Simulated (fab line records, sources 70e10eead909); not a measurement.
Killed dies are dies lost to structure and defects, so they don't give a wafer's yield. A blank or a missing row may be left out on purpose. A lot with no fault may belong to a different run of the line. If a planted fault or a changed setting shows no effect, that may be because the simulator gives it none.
fab line records + flow nand-harc + part 1 of 2: steps 1 to 21 of 22
record
- lots=7
- wafers=21
- last-day=23
route steps=1159 shown P_BONDPAD@365 END@1159
lots untouched by any fault: they come from a run of this same line in which no faults occurred
start-h: hours from the record's opening day to when the first of the lot's shown wafers began + wait-h: time in hours since the lot's previous step + " identical to the entry in the row above + L1.1+2: a single row standing in for several wafers + - no value, or no start given + * or withheld: withheld + < > ~ a bound
route shown NAME@n: NAME is a module with steps in the file, n the number in the route of the first one + usual: the fault-free wafers' mean and standard deviation + same: alike in all rows + chamber/n: place in a boat + sites: each site's reading + _std_site: standard deviation across them + _edge_site: outer sites' mean less inner sites' + radius-mm: how far each site lies from the wafer's centre + mask NAME#n: copy n + behind: tool/chamber where the wafer was last shaped + hold: what put the lot on hold/how long, in hours/how the hold closed + device: the transistor (n, p or np) that didn't switch + end of line: the same wafers' tests at the end of the route + a step given without rows: its recipe and nothing more + killed: dies that structure and defects cost at the first sort, which is not the same as the wafer's yield + map: per-die view of a wafer (x killed, . not killed, _ where there is no die)
set.NAME: the run value of the setting; set.NAME@STEP: its run value at that earlier step + model.NAME: the simulator's own value behind a step, which no gauge read
lots at some steps of the route; a table a step, a row a wafer
services: when a tool's chamber went out of use (start-h, in hours from the record's first day, below 0 if earlier), for how many hours, and the reason
## steps
# step NHARC_P_BONDPAD_OVL_MEAS_38
# usual
- overlay-x-nm=0/5.8
- overlay-y-nm=0/5.7
| lot.wafer | tool       | chamber | start-h | wait-h | overlay-x-nm | overlay-y-nm |
|-----------|------------|---------|---------|--------|--------------|--------------|
| L183.2    | overlay-02 | -       | 151.01  | -      | 1            | 0            |
| L183.3    | "          | -       | "       | "      | 1            | -1           |
| L183.5    | "          | -       | "       | "      | 1            | 0            |
| L184.1    | overlay-02 | -       | 152.51  | -      | -7           | 1            |
| L184.3    | "          | -       | "       | "      | -6           | 1            |
| L184.4    | "          | -       | "       | "      | -8           | 0            |
| L186.1    | overlay-01 | -       | 169.11  | -      | 3            | 4            |
| L186.4    | "          | -       | "       | "      | 3            | 5            |
| L186.6    | "          | -       | "       | "      | 3            | 4            |
| L193.2    | overlay-02 | -       | 204.89  | -      | -1           | -7           |
| L193.4    | "          | -       | "       | "      | -1           | -7           |
| L193.6    | "          | -       | "       | "      | -1           | -7           |
| L192.3    | overlay-02 | -       | 205.90  | -      | -10          | 0            |
| L192.5    | "          | -       | "       | "      | -11          | 0            |
| L192.6    | "          | -       | "       | "      | -10          | 0            |
| L191.3    | overlay-02 | -       | 226.19  | -      | 10           | 2            |
| L191.4    | "          | -       | "       | "      | 9            | 2            |
| L191.6    | "          | -       | "       | "      | 9            | 1            |
| L194.1    | overlay-02 | -       | 227.58  | -      | 11           | 2            |
| L194.2    | "          | -       | "       | "      | 11           | 3            |
| L194.5    | "          | -       | "       | "      | 11           | 3            |
# step NHARC_P_BONDPAD_HARDBAKE_10
# recipe
- temp-c=118
- time-s=65
# step NHARC_P_BONDPAD_DESCUM_11
# recipe
- time-s=3
- o2-flow-sccm=200
- ar-flow-sccm=0
- bias-power-w=0
- chemistry=O2
# step NHARC_P_BONDPAD_ETCH_37
# recipe
- target-depth-a=600
- overetch-a=180
- time-s=65.91
- ion-energy-ev=200
- n2-flow-sccm=150
- h2-flow-sccm=150
- ar-flow-sccm=0
- rf-w=400
- bias-w=150
- chemistry=N2/H2
# usual
- drypump-motor-current-A=5.9/0.33
- oes-product-au=1.000/0.0087
- rf-vpp-V=431.6/2.5
- showerhead-plenum-p-Torr=2.08/0.09
- throttle-valve-pct=14.171/0.0086
| lot.wafer | tool        | chamber | start-h | wait-h | drypump-motor-current-A | oes-product-au | rf-hours-counter-h | rf-vpp-V | showerhead-plenum-p-Torr | throttle-valve-pct |
|-----------|-------------|---------|---------|--------|-------------------------|----------------|--------------------|----------|--------------------------|--------------------|
| L183.3    | rie-diel-07 | 3       | 151.25  | 0.1    | 6.5                     | 1.002          | 31                 | 433.4    | 2.13                     | 14.166             |
| L183.2    | "           | 2       | "       | "      | 5.2                     | 1.023          | 36                 | 435.9    | 2.21                     | 14.154             |
| L183.5    | "           | 3       | "       | "      | 6.4                     | 1.009          | -                  | 433.9    | 2.13                     | 14.165             |
| L184.1    | rie-diel-10 | 0       | 152.75  | 0.1    | 5.4                     | 1.001          | 57                 | 432.2    | 2.08                     | 14.159             |
| L184.3    | "           | 3       | "       | "      | 5.4                     | 0.997          | 54                 | 431.6    | 2.09                     | 14.163             |
| L184.4    | "           | 3       | "       | "      | 5.4                     | 1.002          | -                  | 433.3    | 2.09                     | 14.178             |
| L186.4    | rie-diel-02 | 3       | 169.32  | 0.1    | 6.1                     | 0.991          | 2                  | 433.0    | 2.16                     | 14.157             |
| L186.1    | "           | 1       | "       | "      | 6.3                     | 1.001          | 2                  | 429.5    | 2.00                     | 14.172             |
| L186.6    | "           | 3       | "       | "      | 6.1                     | 0.999          | -                  | 433.3    | 2.16                     | 14.174             |
| L193.4    | rie-diel-10 | 0       | 205.10  | 0.1    | 5.4                     | 1.001          | 6                  | 432.0    | 2.07                     | 14.184             |
| L193.2    | "           | 2       | "       | "      | 5.7                     | 1.012          | 5                  | 427.1    | 1.91                     | 14.157             |
| L193.6    | "           | 3       | "       | "      | 5.4                     | 0.987          | -                  | 431.8    | 2.09                     | 14.162             |
| L192.3    | rie-diel-02 | 1       | 206.25  | 0.1    | 6.4                     | 1.005          | 5                  | 427.4    | 1.99                     | 14.175             |
| L192.6    | "           | 1       | "       | "      | 6.4                     | 1.008          | -                  | 430.2    | 1.99                     | 14.175             |
| L192.5    | "           | 2       | "       | "      | 5.7                     | 0.998          | -                  | 429.3    | 1.98                     | 14.182             |
| L191.3    | rie-diel-02 | 0       | 226.43  | 0.1    | 5.8                     | 0.993          | 7                  | 435.8    | 2.18                     | 14.174             |
| L191.4    | "           | 1       | "       | "      | 6.4                     | 1.008          | -                  | 429.3    | 1.99                     | 14.164             |
| L191.6    | "           | 2       | "       | "      | 5.7                     | 0.998          | -                  | 428.8    | 1.98                     | 14.167             |
| L194.1    | rie-diel-02 | 3       | 227.79  | 0.1    | 6.1                     | 0.993          | 8                  | 435.0    | 2.16                     | 14.176             |
| L194.2    | "           | 0       | "       | "      | 5.9                     | 0.987          | 7                  | 435.7    | 2.18                     | 14.173             |
| L194.5    | "           | 3       | "       | "      | 6.1                     | 0.989          | -                  | 434.6    | 2.16                     | 14.165             |
# step NHARC_P_BONDPAD_ETCH_12
# recipe
- target-depth-a=2000
- time-s=100
- chf3-flow-sccm=50
- o2-flow-sccm=10
- ar-flow-sccm=200
- rf-w=500
- bias-w=200
- chemistry=CHF3/O2
# step NHARC_P_BONDPAD_CD_MEAS_13
# usual
- cd-nm=499.4/2.2
| lot.wafer | tool      | chamber | start-h | wait-h | cd-nm |
|-----------|-----------|---------|---------|--------|-------|
| L183.2    | cd-sem-01 | -       | 151.50  | -      | 500.7 |
| L183.3    | "         | -       | "       | "      | 500.1 |
| L183.5    | "         | -       | "       | "      | 502.0 |
| L184.1    | cd-sem-02 | -       | 153.01  | -      | 497.6 |
| L184.3    | "         | -       | "       | "      | 497.9 |
| L184.4    | "         | -       | "       | "      | 501.5 |
| L186.1    | cd-sem-03 | -       | 169.57  | -      | 500.7 |
| L186.4    | "         | -       | "       | "      | 498.3 |
| L186.6    | "         | -       | "       | "      | 496.0 |
| L193.2    | cd-sem-02 | -       | 205.34  | -      | 500.4 |
| L193.4    | "         | -       | "       | "      | 498.5 |
| L193.6    | "         | -       | "       | "      | 497.8 |
| L192.3    | cd-sem-02 | -       | 206.67  | -      | 495.2 |
| L192.5    | "         | -       | "       | "      | 497.4 |
| L192.6    | "         | -       | "       | "      | 497.3 |
| L191.3    | cd-sem-02 | -       | 226.68  | -      | 499.6 |
| L191.4    | "         | -       | "       | "      | 499.6 |
| L191.6    | "         | -       | "       | "      | 499.9 |
| L194.1    | cd-sem-02 | -       | 228.02  | -      | 501.6 |
| L194.2    | "         | -       | "       | "      | 497.3 |
| L194.5    | "         | -       | "       | "      | 496.6 |
# step NHARC_P_BONDPAD_STRIP_15
# recipe
- o2-flow-sccm=500
- ar-flow-sccm=0
- bias-w=0
- chemistry=O2
# usual
- drypump-motor-current-A=5.9/0.36
- o2-flow-sccm=500.2/1.5
- oes-product-au=1.002/0.009
- rf-vpp-V=57.9/0.83
- showerhead-plenum-p-Torr=3.61/0.13
- throttle-valve-pct=17.037/0.0096
| lot.wafer | tool        | chamber | start-h | wait-h | drypump-motor-current-A | o2-flow-sccm | oes-product-au | rf-hours-counter-h | rf-vpp-V | showerhead-plenum-p-Torr | throttle-valve-pct |
|-----------|-------------|---------|---------|--------|-------------------------|--------------|----------------|--------------------|----------|--------------------------|--------------------|
| L183.2    | rie-diel-10 | 2       | 151.73  | 0.2    | 5.7                     | 501.2        | 0.997          | 53                 | 56.4     | 3.34                     | 17.042             |
| L183.3    | "           | 3       | "       | "      | 5.5                     | 500.0        | 1.009          | 54                 | 57.2     | 3.61                     | 17.030             |
| L183.5    | "           | 0       | "       | "      | 5.4                     | 499.6        | 1.002          | -                  | 57.6     | 3.59                     | 17.042             |
| L184.4    | rie-diel-07 | 2       | 153.08  | 0.1    | 5.2                     | 498.1        | 1.014          | 37                 | 58.1     | 3.79                     | 17.059             |
| L184.1    | "           | 3       | "       | "      | 6.4                     | 498.9        | 1.004          | 32                 | 59.5     | 3.67                     | 17.028             |
| L184.3    | "           | 0       | "       | "      | 5.5                     | 499.8        | 1.011          | 36                 | 57.5     | 3.58                     | 17.047             |
| L186.4    | rie-diel-02 | 0       | 169.68  | 0.1    | 5.9                     | 500.2        | 0.995          | 2                  | 58.7     | 3.75                     | 17.027             |
| L186.1    | "           | 1       | "       | "      | 6.4                     | 501.1        | 1.019          | 2                  | 57.9     | 3.46                     | 17.030             |
| L186.6    | "           | 2       | "       | "      | 5.8                     | 502.0        | 1.004          | -                  | 57.3     | 3.44                     | 17.031             |
| L193.2    | rie-diel-02 | 1       | 205.41  | 0.1    | 6.4                     | 498.5        | 0.992          | 5                  | 57.0     | 3.46                     | 17.028             |
| L193.4    | "           | 2       | "       | "      | 5.7                     | 500.7        | 0.996          | 5                  | 56.1     | 3.44                     | 17.047             |
| L193.6    | "           | 2       | "       | "      | 5.7                     | 499.9        | 0.996          | -                  | 58.6     | 3.44                     | 17.043             |
| L192.3    | rie-diel-02 | 3       | 206.77  | 0.1    | 6.1                     | 500.5        | 1.000          | 6                  | 57.1     | 3.72                     | 17.041             |
| L192.6    | "           | 1       | "       | "      | 6.4                     | 499.7        | 0.999          | -                  | 58.9     | 3.46                     | 17.057             |
| L192.5    | "           | 2       | "       | "      | 5.7                     | 500.4        | 0.997          | -                  | 58.1     | 3.44                     | 17.031             |
| L191.4    | rie-diel-07 | 2       | 226.78  | 0.1    | 5.2                     | 499.2        | 1.004          | 63                 | 56.4     | 3.77                     | 17.024             |
| L191.3    | "           | 3       | "       | "      | 6.5                     | 500.1        | 0.997          | 58                 | 58.7     | 3.66                     | 17.051             |
| L191.6    | "           | 0       | "       | "      | 5.6                     | 497.7        | 1.006          | -                  | 57.3     | 3.56                     | 17.034             |
| L194.1    | rie-diel-02 | 1       | 228.13  | 0.1    | 6.4                     | 500.3        | 1.006          | 7                  | 57.9     | 3.46                     | 17.031             |
| L194.2    | "           | 2       | "       | "      | 5.7                     | 499.8        | 0.999          | 8                  | 57.7     | 3.44                     | 17.039             |
| L194.5    | "           | 3       | "       | "      | 6.1                     | 503.6        | 1.002          | -                  | 57.6     | 3.72                     | 17.046             |
# step NHARC_P_BONDPAD_ETCH_24
# recipe
- target-depth-a=300
- over-etch-frac=0.3
- time-s=72.99
- ion-energy-ev=150
- cf4-flow-sccm=50
- n2-flow-sccm=100
- ar-flow-sccm=150
- rf-w=300
- bias-w=100
- chemistry=CF4/N2
# usual
- cf4-flow-sccm=50.02/0.14
- drypump-motor-current-A=5.9/0.36
- oes-product-au=1.000/0.0086
- rf-vpp-V=315.4/1.9
- showerhead-plenum-p-Torr=2.69/0.1
- throttle-valve-pct=19.796/0.0088
| lot.wafer | tool        | chamber | start-h | wait-h | cf4-flow-sccm | drypump-motor-current-A | oes-product-au | rf-hours-counter-h | rf-vpp-V | showerhead-plenum-p-Torr | throttle-valve-pct |
|-----------|-------------|---------|---------|--------|---------------|-------------------------|----------------|--------------------|----------|--------------------------|--------------------|
| L183.2    | rie-diel-10 | 3       | -       | -      | 50.03         | 5.4                     | 1.003          | 54                 | 316.4    | 2.69                     | 19.796             |
| L183.3    | "           | 0       | "       | "      | 49.76         | 5.3                     | 0.999          | 56                 | 314.9    | 2.67                     | 19.811             |
| L183.5    | "           | 3       | "       | "      | 49.91         | 5.4                     | 0.999          | -                  | 314.8    | 2.69                     | 19.791             |
| L184.3    | rie-diel-07 | 0       | -       | -      | 49.98         | 5.5                     | 1.003          | 36                 | 314.5    | 2.66                     | 19.800             |
| L184.4    | "           | 1       | "       | "      | 50.19         | 5.7                     | 0.999          | 34                 | 315.7    | 2.76                     | 19.800             |
| L184.1    | "           | 3       | "       | "      | 50.38         | 6.4                     | 1.001          | 32                 | 317.0    | 2.73                     | 19.794             |
| L186.1    | rie-diel-02 | 1       | -       | -      | 49.95         | 6.3                     | 1.001          | 2                  | 313.2    | 2.57                     | 19.798             |
| L186.4    | "           | 2       | "       | "      | 50.03         | 5.7                     | 0.989          | 2                  | 313.8    | 2.56                     | 19.794             |
| L186.6    | "           | 1       | "       | "      | 49.85         | 6.4                     | 1.001          | -                  | 313.9    | 2.57                     | 19.796             |
| L193.4    | rie-diel-02 | 0       | -       | -      | 50.03         | 5.9                     | 0.997          | 5                  | 318.4    | 2.79                     | 19.809             |
| L193.2    | "           | 3       | "       | "      | 50.21         | 6.1                     | 1.005          | 5                  | 315.7    | 2.77                     | 19.801             |
| L193.6    | "           | 0       | "       | "      | 49.98         | 5.8                     | 0.984          | -                  | 317.8    | 2.79                     | 19.787             |
| L192.3    | rie-diel-02 | 0       | -       | -      | 50.07         | 5.8                     | 0.991          | 5                  | 316.3    | 2.79                     | 19.779             |
| L192.5    | "           | 2       | "       | "      | 50.08         | 5.7                     | 0.996          | -                  | 313.6    | 2.56                     | 19.782             |
| L192.6    | "           | 3       | "       | "      | 50.04         | 6.1                     | 1.007          | -                  | 315.4    | 2.77                     | 19.810             |
| L191.4    | rie-diel-07 | 2       | -       | -      | 50.10         | 5.2                     | 1.004          | 63                 | 319.1    | 2.81                     | 19.807             |
| L191.3    | "           | 3       | "       | "      | 50.25         | 6.4                     | 1.007          | 58                 | 315.5    | 2.72                     | 19.806             |
| L191.6    | "           | 1       | "       | "      | 49.77         | 5.6                     | 1.003          | -                  | 314.8    | 2.75                     | 19.792             |
| L194.1    | rie-diel-02 | 2       | -       | -      | 50.04         | 5.7                     | 1.010          | 8                  | 312.3    | 2.56                     | 19.802             |
| L194.2    | "           | 3       | "       | "      | 49.96         | 6.1                     | 1.007          | 8                  | 317.2    | 2.77                     | 19.804             |
| L194.5    | "           | 2       | "       | "      | 50.10         | 5.7                     | 1.003          | -                  | 312.9    | 2.56                     | 19.813             |
# step NHARC_P_BONDPAD_STRIP_16
# recipe
- time-s=600
- temp-c=30
- chemistry=post-etch-residue-remover
# step NHARC_P_BONDPAD_DEGAS_25
# recipe
- temp-c=300
- time-s=60
# usual
- heater-power-w=491/57
- susceptor-temp-C=299.97/0.23
| lot.wafer | tool           | chamber | start-h | wait-h | heater-power-w | susceptor-temp-C |
|-----------|----------------|---------|---------|--------|----------------|------------------|
| L183.2    | pvd-sputter-03 | -       | 152.32  | -      | 428            | -                |
| L183.3    | "              | -       | "       | "      | 500            | -                |
| L183.5    | "              | -       | "       | "      | 622            | -                |
| L184.3    | pvd-sputter-02 | -       | 153.64  | -      | 502            | -                |
| L184.1    | "              | -       | "       | "      | 504            | -                |
| L184.4    | "              | -       | "       | "      | 382            | -                |
| L186.1    | pvd-sputter-02 | -       | 170.20  | -      | 384            | 299.62           |
| L186.4    | "              | -       | "       | "      | 547            | 299.58           |
| L186.6    | "              | -       | "       | "      | 386            | 299.56           |
| L193.4    | pvd-sputter-03 | -       | 205.96  | -      | 602            | 299.79           |
| L193.2    | "              | -       | "       | "      | 432            | 300.07           |
| L193.6    | "              | -       | "       | "      | 445            | 299.55           |
| L192.3    | pvd-sputter-03 | -       | 207.31  | -      | 437            | -                |
| L192.5    | "              | -       | "       | "      | 501            | -                |
| L192.6    | "              | -       | "       | "      | 587            | -                |
| L191.3    | pvd-sputter-03 | -       | 227.31  | -      | 435            | 299.88           |
| L191.4    | "              | -       | "       | "      | 439            | 300.21           |
| L191.6    | "              | -       | "       | "      | 502            | 300.00           |
| L194.1    | pvd-sputter-03 | -       | 228.66  | -      | 439            | 300.15           |
| L194.2    | "              | -       | "       | "      | 495            | 299.90           |
| L194.5    | "              | -       | "       | "      | 431            | 299.84           |
# step NHARC_P_BONDPAD_PRE_CLEAN_26
# recipe
- time-s=30
- temp-c=280
- gas=H2/He
# step NHARC_P_BONDPAD_PVD_17
# recipe
- target-thk-a=50
- bias-v=168.6
- power-w=15000
- chamber-pressure-pa=0.12
- time-s=8.06
- substrate-temp-c=50
- material=TaN
# step NHARC_P_BONDPAD_PVD_27
# recipe
- target-thk-a=300
- chamber-pressure-pa=5
- power-w=5000
- substrate-temp-c=30
- time-s=20.49
- material=Cu
# usual
- throttle-valve-pct=30.0/1.1
| lot.wafer | tool           | chamber | start-h | wait-h | throttle-valve-pct |
|-----------|----------------|---------|---------|--------|--------------------|
| L183.3    | pvd-sputter-03 | -       | 152.54  | -      | 30.3               |
| L183.2    | "              | -       | "       | "      | 29.9               |
| L183.5    | "              | -       | "       | "      | 29.4               |
| L184.4    | pvd-sputter-02 | -       | 153.85  | -      | 29.2               |
| L184.3    | "              | -       | "       | "      | 28.9               |
| L184.1    | "              | -       | "       | "      | 30.9               |
| L186.4    | pvd-sputter-02 | -       | 170.42  | -      | 28.8               |
| L186.1    | "              | -       | "       | "      | 28.6               |
| L186.6    | "              | -       | "       | "      | 28.6               |
| L193.2    | pvd-sputter-03 | -       | 206.19  | -      | 30.0               |
| L193.4    | "              | -       | "       | "      | 30.2               |
| L193.6    | "              | -       | "       | "      | 32.0               |
| L192.3    | pvd-sputter-03 | -       | 207.53  | -      | 30.4               |
| L192.6    | "              | -       | "       | "      | 29.2               |
| L192.5    | "              | -       | "       | "      | 30.5               |
| L191.4    | pvd-sputter-03 | -       | 227.66  | -      | 30.3               |
| L191.3    | "              | -       | "       | "      | 30.2               |
| L191.6    | "              | -       | "       | "      | 30.7               |
| L194.1    | pvd-sputter-03 | -       | 228.88  | -      | 31.8               |
| L194.2    | "              | -       | "       | "      | 30.2               |
| L194.5    | "              | -       | "       | "      | 30.0               |
# step NHARC_P_BONDPAD_ECD_18
# recipe
- target-thk-a=4000
- bath-temp-c=25
- material=Cu
# step NHARC_P_BONDPAD_ANNEAL_28
# recipe
- temp-c=225
- time-s=90
# usual
- wafer_temp_C_max=225.9/0.34
| lot.wafer | tool          | chamber | start-h | wait-h | wafer_temp_C_max |
|-----------|---------------|---------|---------|--------|------------------|
| L183.2    | rtp-anneal-02 | 0       | 153.09  | -      | 225.6            |
| L183.3    | "             | 0       | "       | "      | 225.9            |
| L183.5    | "             | 0       | "       | "      | 226.1            |
| L184.1    | rtp-anneal-01 | 0       | 154.38  | 0.3    | 226.1            |
| L184.3    | "             | 0       | "       | "      | 226.0            |
| L184.4    | "             | 0       | "       | "      | 226.4            |
| L186.1    | rtp-anneal-01 | 0       | 170.96  | -      | 225.8            |
| L186.4    | "             | 0       | "       | "      | 225.8            |
| L186.6    | "             | 0       | "       | "      | 226.0            |
| L193.2    | rtp-anneal-01 | 0       | 206.78  | -      | 226.6            |
| L193.4    | "             | 0       | "       | "      | 225.9            |
| L193.6    | "             | 0       | "       | "      | 226.2            |
| L192.3    | rtp-anneal-02 | 0       | 208.13  | -      | 225.9            |
| L192.5    | "             | 0       | "       | "      | 225.4            |
| L192.6    | "             | 0       | "       | "      | 225.7            |
| L191.3    | rtp-anneal-01 | 0       | 228.41  | -      | 226.1            |
| L191.4    | "             | 0       | "       | "      | 226.1            |
| L191.6    | "             | 0       | "       | "      | 226.7            |
| L194.1    | rtp-anneal-02 | 0       | 229.39  | -      | 225.9            |
| L194.2    | "             | 0       | "       | "      | 225.7            |
| L194.5    | "             | 0       | "       | "      | 225.4            |
# step NHARC_P_BONDPAD_CMP_19
# recipe
- t-overpolish-s=30
- cu-recess-touch-s=16
- target-thk-nm=160.81
# step NHARC_P_BONDPAD_SRD_21
# recipe
- time-s=30
- temp-c=23
- dry-time-s=20
- spin-rpm=1500
# step NHARC_P_BONDPAD_INSPECT_23
# usual
- raw-defect-count=307/100
| lot.wafer | tool              | chamber | start-h | wait-h | raw-defect-count |
|-----------|-------------------|---------|---------|--------|------------------|
| L183.2    | defect-inspect-02 | -       | 153.91  | 0.0    | 405              |
| L183.3    | "                 | -       | "       | "      | 290              |
| L183.5    | "                 | -       | "       | "      | 311              |
| L184.1    | defect-inspect-01 | -       | 155.25  | 0.0    | 391              |
| L184.3    | "                 | -       | "       | "      | 431              |
| L184.4    | "                 | -       | "       | "      | 305              |
| L186.1    | defect-inspect-02 | -       | 171.87  | 0.0    | 181              |
| L186.4    | "                 | -       | "       | "      | 424              |
| L186.6    | "                 | -       | "       | "      | 233              |
| L193.2    | defect-inspect-02 | -       | 207.61  | 0.0    | 283              |
| L193.4    | "                 | -       | "       | "      | 237              |
| L193.6    | "                 | -       | "       | "      | 168              |
| L192.3    | defect-inspect-01 | -       | 208.90  | 0.0    | 277              |
| L192.5    | "                 | -       | "       | "      | 361              |
| L192.6    | "                 | -       | "       | "      | 241              |
| L191.3    | defect-inspect-02 | -       | 229.18  | 0.0    | 155              |
| L191.4    | "                 | -       | "       | "      | 257              |
| L191.6    | "                 | -       | "       | "      | 193              |
| L194.1    | defect-inspect-01 | -       | 230.28  | 0.0    | 553              |
| L194.2    | "                 | -       | "       | "      | 234              |
| L194.5    | "                 | -       | "       | "      | 295              |
# step NHARC_P_BONDPAD_ACTIVATE_29
# recipe
- time-s=60
- n2-flow-sccm=200
- ar-flow-sccm=0
- bias-power-w=0
- chemistry=N2
# step NHARC_P_BONDPAD_PRECLEAN_30
# recipe
- time-s=300
- temp-c=23
- chemistry=DIW
# step NHARC_P_BONDPAD_SRD_31
# recipe
- time-s=30
- temp-c=23
- dry-time-s=20
- spin-rpm=1500
